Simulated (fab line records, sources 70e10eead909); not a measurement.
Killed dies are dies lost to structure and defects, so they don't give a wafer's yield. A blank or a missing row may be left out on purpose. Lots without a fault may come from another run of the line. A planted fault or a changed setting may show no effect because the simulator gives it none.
fab line records | flow nand_harc | part 1 of 2: steps 1 to 28 of 36
record lots=5 wafers=15 last_day=23
route steps=1159 shown A_STAIRCASE@725 A_SGD_CUT@747
lots that met no fault: from a run of the same line without faults
start_h: hours from the record's first day to the start of the lot's first wafer shown | wait_h: hours since the lot's step before | " the same as in the row above | L1.1+2: a row that stands for several wafers | - no value, or no start given | * or withheld: withheld | < > ~ a bound
route shown NAME@n: a module of which the file shows steps, and the number in the route of the first | usual: mean/standard deviation of fault-free wafers | same: alike in all rows | chamber/n: place in a boat | sites: the reading at each site | _std_site: their standard deviation | _edge_site: outer sites' mean less inner sites' | radius_mm: how far each site lies from the wafer's centre | mask NAME#n: copy n | behind: the tool/chamber that last shaped the wafer | hold: why the lot was held/for how many hours/how that ended | device: the transistor (n, p or np) that didn't switch | end of line: the same wafers' tests at the end of the route | a step without rows: its recipe alone | killed: dies lost to structure and defects at the first sort, not the wafer's yield | map: a wafer's dies, x killed, . not, _ none there
set.NAME: the setting as run; set.NAME@STEP: as run at that earlier step | model.NAME: the simulator's own value behind a step, which no gauge read
lots at some steps of the route; a table a step, a row a wafer
services: from which hour (start_h, from the record's first day; less than 0 if before it) a tool's chamber was out of use, for how many hours, and why
## steps
# step NHARC_A_STAIRCASE_HARDBAKE_442
# recipe temp_c=120 time_s=140
# columns lot.wafer tool chamber start_h wait_h
L082.1+2+4 litho_track-03 0 345.87 -
L087.2+3+6 litho_track-02 0 377.40 -
L088.1+5+6 litho_track-07 0 387.45 -
L092.3+4+6 litho_track-03 0 414.88 -
L093.2+3+5 litho_track-02 0 415.03 -
# step NHARC_A_STAIRCASE_DESCUM_443
# recipe time_s=3 o2_flow_sccm=200 ar_flow_sccm=0 bias_power_w=0 chemistry=O2
# usual drypump_motor_current_A=5.7/0.46 oes_product_au=1.003/0.0097 rf_vpp_V=58.0/1 showerhead_plenum_p_Torr=1.92/0.089 throttle_valve_pct=11.310/0.009
# columns lot.wafer tool chamber start_h wait_h drypump_motor_current_A oes_product_au rf_hours_counter_h rf_vpp_V showerhead_plenum_p_Torr throttle_valve_pct
L082.4 rie_diel-04 1 345.99 - 5.9 1.024 17 57.2 1.79 11.315
L082.1 " 2 " " 5.9 1.012 18 58.3 1.90 11.313
L082.2 " 3 " " 5.9 1.005 18 56.9 1.94 11.314
L087.3 rie_diel-04 2 377.49 - 5.9 1.007 28 57.7 1.90 11.322
L087.2 " 3 " " 5.9 1.002 30 57.2 1.94 11.300
L087.6 " 2 " " 6.0 0.996 - 58.2 1.90 11.308
L088.1 rie_diel-04 0 387.56 - 6.3 1.012 32 58.7 1.97 11.299
L088.6 " 2 " " 5.9 0.999 - 59.7 1.89 11.300
L088.5 " 3 " " 5.9 0.993 - 57.5 1.94 11.306
L092.3 rie_diel-07 1 414.96 - 6.0 0.978 0 56.2 1.78 11.323
L092.4 " 3 " " 5.6 0.989 0 58.9 2.06 11.314
L092.6 " 2 " " 4.8 0.995 - 58.0 1.90 11.315
L093.2 rie_diel-04 2 415.14 - 5.9 1.002 43 57.8 1.89 11.307
L093.3 " 3 " " 5.8 1.009 46 57.5 1.93 11.300
L093.5 " 1 " " 5.9 1.002 - 55.6 1.78 11.315
# step NHARC_A_STAIRCASE_ETCH_444
# recipe target_depth_a=1.02e+05 time_s=3400 c4f8_flow_sccm=20 o2_flow_sccm=10 ar_flow_sccm=withheld rf_w=600 bias_w=1000 chemistry=C4F8/O2
# usual oes_product_au=0.938/0.017 rf_vpp_V=808/4.9
# columns lot.wafer tool chamber start_h wait_h oes_product_au rf_hours_counter_h rf_vpp_V
L082.1 rie_diel-04 3 346.37 0.4 0.936 19 810
L082.4 " 0 " " 0.946 18 809
L082.2 " 1 " " 0.960 18 800
L087.2 rie_diel-04 0 378.04 0.5 0.939 29 811
L087.3 " 1 " " 0.937 27 800
L087.6 " 3 " " 0.925 - 807
L088.1 rie_diel-04 2 387.88 0.3 0.934 34 806
L088.6 " 1 " " 0.944 - 799
L088.5 " 2 " " 0.941 - 807
L092.4 rie_diel-07 1 415.05 0.1 0.958 0 799
L092.3 " 0 " " 0.959 0 804
L092.6 " 1 " " 0.962 - 800
L093.2 rie_diel-04 0 415.21 0.1 0.937 43 810
L093.3 " 1 " " 0.946 40 800
L093.5 " 1 " " 0.950 - 801
# step NHARC_A_STAIRCASE_STRIP_446
# recipe power_w=1500 temp_c=250 chemistry=O2
# usual drypump_motor_current_A=5.57/0.18 heater_power_w=335/8.1
# columns lot.wafer tool chamber start_h wait_h drypump_motor_current_A heater_power_w rf_hours_counter_h
L082.2 plasma_asher-01 1 348.40 0.0 5.75 335 22
L082.1 " 0 " " 5.36 335 22
L082.4 " 0 " " 5.38 336 -
L087.2 plasma_asher-01 0 379.82 0.0 5.35 326 35
L087.3 " 1 " " 5.76 330 -
L087.6 " 0 " " 5.35 338 -
L088.1 plasma_asher-01 1 389.93 0.1 5.76 330 39
L088.5 " 0 " " 5.35 328 -
L088.6 " 1 " " 5.77 324 -
L092.3 plasma_asher-02 1 417.41 0.1 5.74 334 -
L092.4 " 0 " " 5.43 348 -
L092.6 " 0 " " 5.42 342 -
L093.2 plasma_asher-01 0 417.45 0.0 5.34 321 48
L093.3 " 1 " " 5.75 321 -
L093.5 " 0 " " 5.38 338 -
# step NHARC_A_STAIRCASE_STRIP_447
# recipe time_s=900 temp_c=130 chemistry=SPM
# columns lot.wafer tool chamber start_h wait_h
L082.2+1+4 wet_bench-04 7,0,1 348.74 0.3
L087.3+2+6 wet_bench-09 4,5,6 380.18 0.2
L088.5+1+6 wet_bench-09 2,5,6 390.24 0.1
L092.6+3+4 wet_bench-05 7,0,3 417.67 0.1
L093.5+2+3 wet_bench-04 1,4,6 417.80 0.1
# step NHARC_A_STAIRCASE_PRECLEAN_448
# recipe time_s=* temp_c=50 bath_age_min=0 chemistry=SC1
# columns lot.wafer tool chamber start_h wait_h
L082.2+1+4 wet_bench-04 7,0,1 - -
L087.3+2+6 wet_bench-09 4,5,6 - -
L088.5+1+6 wet_bench-09 2,5,6 - -
L092.6+3+4 wet_bench-05 7,0,3 - -
L093.5+2+3 wet_bench-04 1,4,6 - -
# step NHARC_A_STAIRCASE_SRD_449
# columns lot.wafer tool chamber start_h wait_h
L082.2+1+4 wet_bench-04 7,0,1 - -
L087.3+2+6 wet_bench-09 4,5,6 - -
L088.5+1+6 wet_bench-09 2,5,6 - -
L092.6+3+4 wet_bench-05 7,0,3 - -
L093.5+2+3 wet_bench-04 1,4,6 - -
# step NHARC_A_STAIRCASE_CMP_450
# recipe target_thk_nm=200 material=SiO2
# usual motor_current_A=12.1/0.68 slurry_filter_dp_kPa=13.50/0.13
# columns lot.wafer tool chamber start_h wait_h motor_current_A slurry_filter_dp_kPa
L082.4 cmp-04 3 349.20 - 11.6 13.65
L082.2 " 1 " " 12.2 13.42
L082.1 " 2 " " 11.6 13.54
L087.3 cmp-01 3 380.63 - 13.5 13.46
L087.2 " 0 " " 11.3 13.37
L087.6 " 3 " " 12.7 13.45
L088.1 cmp-02 2 390.70 - 13.2 13.77
L088.6 " 1 " " 11.1 13.36
L088.5 " 2 " " 12.8 13.50
L092.3 cmp-02 3 418.14 - 11.1 13.51
L092.4 " 0 " " 10.5 13.32
L092.6 " 1 " " 11.1 13.40
L093.2 cmp-04 2 418.26 - 12.4 13.48
L093.3 " 1 " " 12.1 13.53
L093.5 " 3 " " 12.3 13.32
# step NHARC_A_STAIRCASE_CMP_152
# usual motor_current_A=12.1/0.67 slurry_filter_dp_kPa=13.50/0.13
# columns lot.wafer tool chamber start_h wait_h motor_current_A slurry_filter_dp_kPa
L082.4 cmp-04 3 349.27 0.1 11.5 13.37
L082.2 " 1 " " 12.9 13.30
L082.1 " 2 " " 12.3 13.84
L087.3 cmp-01 3 380.71 0.1 13.0 13.58
L087.2 " 0 " " 11.8 13.50
L087.6 " 3 " " 12.9 13.45
L088.1 cmp-02 2 390.77 0.1 13.4 13.56
L088.6 " 1 " " 11.2 13.47
L088.5 " 2 " " 13.2 13.36
L092.3 cmp-02 3 418.22 0.1 11.7 13.31
L092.4 " 0 " " 11.5 13.50
L092.6 " 1 " " 11.4 13.84
L093.2 cmp-04 2 418.33 0.1 12.0 13.58
L093.3 " 1 " " 12.6 13.35
L093.5 " 3 " " 12.0 13.18
# step NHARC_A_STAIRCASE_SRD_154
# columns lot.wafer tool chamber start_h wait_h
L082.2+1+4 wet_bench-04 5,7,1 349.56 0.0
L087.6+2+3 wet_bench-05 2,3,4 380.99 0.0
L088.1+5+6 wet_bench-09 7,0,3 391.06 0.0
L092.3+6+4 wet_bench-09 4,7,0 418.48 0.0
L093.2+5+3 wet_bench-05 6,0,3 418.62 0.0
# step NHARC_A_STAIRCASE_ETCH_403
# recipe target_depth_a=1082 chemistry=dHF material=SiO2
# columns lot.wafer tool chamber start_h wait_h
L082.2+1+4 wet_bench-04 5,7,1 349.58 0.0
L087.6+2+3 wet_bench-05 2,3,4 381.02 0.0
L088.1+5+6 wet_bench-09 7,0,3 391.08 0.0
L092.3+6+4 wet_bench-09 4,7,0 418.51 0.0
L093.2+5+3 wet_bench-05 6,0,3 418.65 0.0
# step NHARC_A_STAIRCASE_ETCHBACK_422
# recipe target_depth_a=400 over_etch_frac=0.3 time_s=74.286 ion_energy_ev=120 ch3f_flow_sccm=50 o2_flow_sccm=30 ar_flow_sccm=200 rf_w=500 bias_w=100 chemistry=CH3F/O2
# usual drypump_motor_current_A=5.8/0.43 oes_product_au=0.98/0.036 rf_vpp_V=244.5/1.7 showerhead_plenum_p_Torr=2.47/0.11 throttle_valve_pct=20.662/0.0092
# columns lot.wafer tool chamber start_h wait_h drypump_motor_current_A oes_product_au rf_hours_counter_h rf_vpp_V showerhead_plenum_p_Torr throttle_valve_pct
L082.4 rie_diel-05 1 349.73 0.1 6.1 1.00 0 244.4 2.46 20.665
L082.2 " 2 " " 6.3 1.00 0 246.0 2.63 20.667
L082.1 " 3 " " 5.0 1.01 0 246.1 2.54 20.689
L087.2 rie_diel-04 3 381.20 0.2 5.8 0.99 33 244.8 2.49 20.667
L087.3 " 1 " " 5.9 1.01 28 241.7 2.30 20.660
L087.6 " 2 " " 6.0 1.00 - 242.8 2.44 20.673
L088.1 rie_diel-04 0 391.26 0.2 6.3 1.01 34 245.5 2.53 20.661
L088.6 " 1 " " 5.9 1.01 - 242.1 2.30 20.655
L088.5 " 2 " " 5.9 1.01 - 244.9 2.43 20.678
L092.4 rie_diel-04 3 418.67 0.1 5.9 0.93 47 246.0 2.48 20.647
L092.3 " 1 " " 5.9 0.94 42 243.1 2.30 20.660
L092.6 " 2 " " 5.9 0.92 - 245.9 2.43 20.654
L093.3 rie_diel-04 2 418.82 0.1 5.9 0.99 45 243.4 2.43 20.673
L093.2 " 3 " " 5.9 1.00 47 244.6 2.48 20.670
L093.5 " 1 " " 5.9 1.01 - 243.5 2.29 20.665
# step NHARC_A_STAIRCASE_ETCH_423
# recipe target_depth_a=300 chemistry=dHF material=SiO2
# columns lot.wafer tool chamber start_h wait_h
L082.1+2+4 wet_bench-04 7,0,1 349.91 0.1
L087.3+2+6 wet_bench-09 7,2,4 381.35 0.1
L088.1+5+6 wet_bench-09 1,3,6 391.39 0.1
L092.3+6+4 wet_bench-05 2,4,6 418.83 0.1
L093.5+2+3 wet_bench-09 7,0,1 418.97 0.1
# step NHARC_A_STAIRCASE_ETCHBACK_157
# recipe target_depth_a=900 over_etch_frac=0.3 time_s=167.14 ion_energy_ev=120 ch3f_flow_sccm=50 o2_flow_sccm=30 ar_flow_sccm=200 rf_w=500 bias_w=100 chemistry=CH3F/O2
# usual drypump_motor_current_A=5.8/0.45 oes_product_au=0.97/0.033 rf_vpp_V=244.5/1.9 showerhead_plenum_p_Torr=2.47/0.11 throttle_valve_pct=20.663/0.0087
# columns lot.wafer tool chamber start_h wait_h drypump_motor_current_A oes_product_au rf_hours_counter_h rf_vpp_V showerhead_plenum_p_Torr throttle_valve_pct
L082.1 rie_diel-05 2 350.09 0.2 6.3 1.01 0 248.6 2.63 20.655
L082.2 " 3 " " 5.0 1.00 0 245.9 2.54 20.677
L082.4 " 0 " " 5.3 1.00 0 245.7 2.61 20.656
L087.2 rie_diel-07 1 381.57 0.2 6.0 0.93 49 242.2 2.30 20.662
L087.3 " 0 " " 5.3 0.92 53 243.6 2.40 20.668
L087.6 " 2 " " 4.9 0.93 - 245.2 2.44 20.659
L088.1 rie_diel-07 0 391.64 0.2 5.3 0.92 58 243.3 2.40 20.664
L088.5 " 1 " " 6.1 0.92 - 240.9 2.30 20.668
L088.6 " 2 " " 4.8 0.92 - 244.1 2.44 20.663
L092.3 rie_diel-04 1 419.04 0.2 5.9 0.98 42 242.4 2.29 20.660
L092.4 " 3 " " 5.9 0.95 47 244.4 2.48 20.649
L092.6 " 1 " " 5.9 0.96 - 242.1 2.29 20.669
L093.3 rie_diel-04 0 419.15 0.1 6.4 1.00 45 246.3 2.53 20.649
L093.2 " 2 " " 6.0 0.99 45 243.5 2.43 20.655
L093.5 " 1 " " 5.8 1.01 - 241.6 2.29 20.647
# step NHARC_A_STAIRCASE_STRIP_475
# recipe time_s=20 o2_flow_sccm=500 ar_flow_sccm=0 bias_w=0 chemistry=O2
# usual drypump_motor_current_A=5.8/0.44 oes_product_au=1.004/0.0095 rf_vpp_V=57.8/0.94 showerhead_plenum_p_Torr=3.55/0.15 throttle_valve_pct=17.037/0.0082
# columns lot.wafer tool chamber start_h wait_h drypump_motor_current_A oes_product_au rf_hours_counter_h rf_vpp_V showerhead_plenum_p_Torr throttle_valve_pct
L082.4 rie_diel-05 3 - - 5.0 1.013 0 56.7 3.65 17.044
L082.2 " 1 " " 6.1 1.017 0 58.0 3.54 17.053
L082.1 " 2 " " 6.4 1.019 0 59.7 3.77 17.029
L087.3 rie_diel-07 0 - - 5.3 0.993 54 55.9 3.45 17.026
L087.2 " 1 " " 6.1 1.000 50 57.0 3.31 17.041
L087.6 " 2 " " 4.9 0.991 - 57.9 3.50 17.055
L088.1 rie_diel-07 2 - - 4.9 1.013 65 57.1 3.50 17.035
L088.5 " 2 " " 4.9 1.015 - 57.3 3.50 17.032
L088.6 " 3 " " 5.7 1.014 - 57.7 3.77 17.046
L092.4 rie_diel-04 3 - - 5.9 1.003 47 58.7 3.56 17.032
L092.3 " 0 " " 6.3 1.006 45 57.1 3.62 17.038
L092.6 " 2 " " 6.0 1.015 - 56.3 3.49 17.042
L093.3 rie_diel-04 2 - - 6.0 0.991 45 56.8 3.49 17.024
L093.2 " 3 " " 5.9 0.993 47 58.7 3.56 17.047
L093.5 " 2 " " 5.9 0.997 - 55.7 3.49 17.027
# step NHARC_A_STAIRCASE_DEP_471
# recipe target_thk_a=1000 temp_c=400 pressure_torr=6.5 rf_w=900 teos_flow_sccm=161.4 flow_sccm=2650 target_thk_nm=100 gas=O2 material=SiO2
# usual chamber_pressure_Torr=6.500/0.013 heater_power_w=555/120 throttle_valve_pct=15.7/0.52
# columns lot.wafer tool chamber start_h wait_h chamber_pressure_Torr heater_power_w throttle_valve_pct
L082.1 pecvd-01 0 350.40 - 6.499 466 15.6
L082.2 " 1 " " 6.493 585 15.2
L082.4 " 2 " " 6.500 799 15.0
L087.3 pecvd-03 1 382.09 - 6.495 599 16.3
L087.2 " 2 " " 6.491 410 16.0
L087.6 " 2 " " 6.501 431 15.9
L088.1 pecvd-01 2 391.86 - 6.487 675 15.1
L088.5 " 2 " " 6.493 694 15.4
L088.6 " 1 " " 6.490 501 15.1
L092.3 pecvd-02 0 419.46 - 6.492 373 15.0
L092.4 " 1 " " 6.495 667 15.2
L092.6 " 2 " " 6.480 618 16.8
L093.3 pecvd-02 2 419.63 - 6.499 629 16.8
L093.2 " 0 " " 6.492 409 15.0
L093.5 " 0 " " 6.500 421 15.4
# step NHARC_A_STAIRCASE_CMP_472
# recipe material=SiO2
# usual motor_current_A=12.0/0.83 slurry_filter_dp_kPa=13.50/0.12
# columns lot.wafer tool chamber start_h wait_h motor_current_A slurry_filter_dp_kPa
L082.1 cmp-01 2 350.68 0.2 11.9 13.61
L082.4 " 3 " " 12.7 13.54
L082.2 " 1 " " 12.2 13.74
L087.3 cmp-02 0 382.36 0.2 11.2 13.34
L087.2 " 2 " " 14.2 13.59
L087.6 " 0 " " 11.1 13.77
L088.1 cmp-04 2 392.18 0.3 12.0 13.51
L088.5 " 0 " " 13.0 13.58
L088.6 " 1 " " 12.8 13.50
L092.4 cmp-02 2 419.73 0.1 13.4 13.47
L092.3 " 3 " " 11.2 13.45
L092.6 " 3 " " 11.5 13.25
L093.3 cmp-01 3 419.96 0.3 12.5 13.37
L093.2 " 0 " " 11.6 13.45
L093.5 " 2 " " 11.7 13.44
# step NHARC_A_STAIRCASE_SRD_474
# columns lot.wafer tool chamber start_h wait_h
L082.4+2+1 wet_bench-05 6,2,3 350.93 0.0
L087.3+6+2 wet_bench-04 6,7,1 382.60 0.0
L088.1+5+6 wet_bench-09 7,0,2 392.41 0.0
L092.4+6+3 wet_bench-09 2,4,7 419.99 0.0
L093.5+3+2 wet_bench-04 1,2,5 420.17 0.0
# step NHARC_A_STAIRCASE_INSPECT_155
# usual raw_defect_count=318/97
# columns lot.wafer tool chamber start_h wait_h raw_defect_count
L082.1 defect_inspect-02 - 351.02 0.1 779
L082.2 " - " " 503
L082.4 " - " " 426
L087.2 defect_inspect-01 - 382.69 0.1 173
L087.3 " - " " 267
L087.6 " - " " 184
L088.1 defect_inspect-02 - 392.49 0.1 438
L088.5 " - " " 370
L088.6 " - " " 383
L092.3 defect_inspect-01 - 420.07 0.1 405
L092.4 " - " " 307
L092.6 " - " " 332
L093.2 defect_inspect-02 - 420.25 0.1 323
L093.3 " - " " 287
L093.5 " - " " 376
# step NHARC_A_SGD_CUT_DEP_00
# recipe target_thk_a=500 temp_c=400 target_thk_nm=50 flow_sccm=200 rf_w=450 material=SiNx
# usual heater_power_w=716/77
# columns lot.wafer tool chamber start_h wait_h heater_power_w
L082.2 pecvd-01 1 351.11 0.1 618
L082.1 " 2 " " 932
L082.4 " 0 " " 597
L087.3 pecvd-03 2 382.87 0.2 695
L087.2 " 0 " " 823
L087.6 " 1 " " 695
L088.1 pecvd-03 1 392.59 0.1 811
L088.6 " 1 " " 820
L088.5 " 2 " " 699
L092.3 pecvd-04 1 420.17 0.1 622
L092.6 " 0 " " 635
L092.4 " 2 " " 661
L093.2 pecvd-03 0 420.32 0.1 723
L093.3 " 2 " " 662
L093.5 " 2 " " 668
# step NHARC_A_SGD_CUT_DEHYDRATE_01
# recipe temp_c=150 time_s=120
# columns lot.wafer tool chamber start_h wait_h
L082.1+2+4 litho_track-04 0 351.36 0.2
L087.2+3+6 litho_track-04 0 383.11 0.2
L088.1+5+6 litho_track-01 0 392.86 0.2
L092.3+4+6 litho_track-04 0 420.41 0.2
L093.2+3+5 litho_track-06 0 420.59 0.2
# step NHARC_A_SGD_CUT_HMDS_02
# recipe time_s=30
# columns lot.wafer tool chamber start_h wait_h
L082.1+2+4 litho_track-04 0 - -
L087.2+3+6 litho_track-04 0 - -
L088.1+5+6 litho_track-01 0 - -
L092.3+4+6 litho_track-04 0 - -
L093.2+3+5 litho_track-06 0 - -
# step NHARC_A_SGD_CUT_COAT_56
# recipe temp_c=260 time_s=75
# columns lot.wafer tool chamber start_h wait_h
L082.1+2+4 litho_track-04 0 - -
L087.2+3+6 litho_track-04 0 - -
L088.1+5+6 litho_track-01 0 - -
L092.3+4+6 litho_track-04 0 - -
L093.2+3+5 litho_track-06 0 - -
# step NHARC_A_SGD_CUT_COAT_57
# recipe temp_c=225 time_s=65
# columns lot.wafer tool chamber start_h wait_h
L082.1+2+4 litho_track-04 0 - -
L087.2+3+6 litho_track-04 0 - -
L088.1+5+6 litho_track-01 0 - -
L092.3+4+6 litho_track-04 0 - -
L093.2+3+5 litho_track-06 0 - -
# step NHARC_A_SGD_CUT_COAT_03
# recipe spin_rpm=1500 resist_thk_nm=90
# usual spin_speed_rpm=1499.8/0.96
# columns lot.wafer tool chamber start_h wait_h spin_speed_rpm
L082.1 litho_track-04 0 - - 1499.8
L082.2 " 0 " " 1500.4
L082.4 " 0 " " 1500.0
L087.2 litho_track-04 0 - - 1498.2
L087.3 " 0 " " 1499.4
L087.6 " 0 " " 1500.7
L088.1 litho_track-01 0 - - 1501.3
L088.5 " 0 " " 1499.1
L088.6 " 0 " " 1500.1
L092.3 litho_track-04 0 - - 1498.7
L092.4 " 0 " " 1500.7
L092.6 " 0 " " 1500.9
L093.2 litho_track-06 0 - - 1500.8
L093.3 " 0 " " 1500.4
L093.5 " 0 " " 1500.4
# step NHARC_A_SGD_CUT_SOFTBAKE_04
# recipe temp_c=105 time_s=55
# columns lot.wafer tool chamber start_h wait_h
L082.1+2+4 litho_track-04 0 - -
L087.2+3+6 litho_track-04 0 - -
L088.1+5+6 litho_track-01 0 - -
L092.3+4+6 litho_track-04 0 - -
L093.2+3+5 litho_track-06 0 - -
# step NHARC_A_SGD_CUT_EBR_05
# columns lot.wafer tool chamber start_h wait_h
L082.1+2+4 litho_track-04 0 - -
L087.2+3+6 litho_track-04 0 - -
L088.1+5+6 litho_track-01 0 - -
L092.3+4+6 litho_track-04 0 - -
L093.2+3+5 litho_track-06 0 - -
# step NHARC_A_SGD_CUT_EXPOSE_06
# recipe na=1.35 dose_mj=85.59 mask_id=SGD
# same na=1.35
# columns lot.wafer tool chamber start_h wait_h mask
L082.1+2+4 arfi_scanner-03 0 351.67 - SGD#0
L087.2+3+6 arfi_scanner-02 0 383.43 - SGD#0
L088.1+5+6 arfi_scanner-03 0 393.17 - SGD#0
L092.3+4+6 arfi_scanner-02 0 420.73 - SGD#0
L093.2+3+5 arfi_scanner-03 0 420.90 - SGD#0
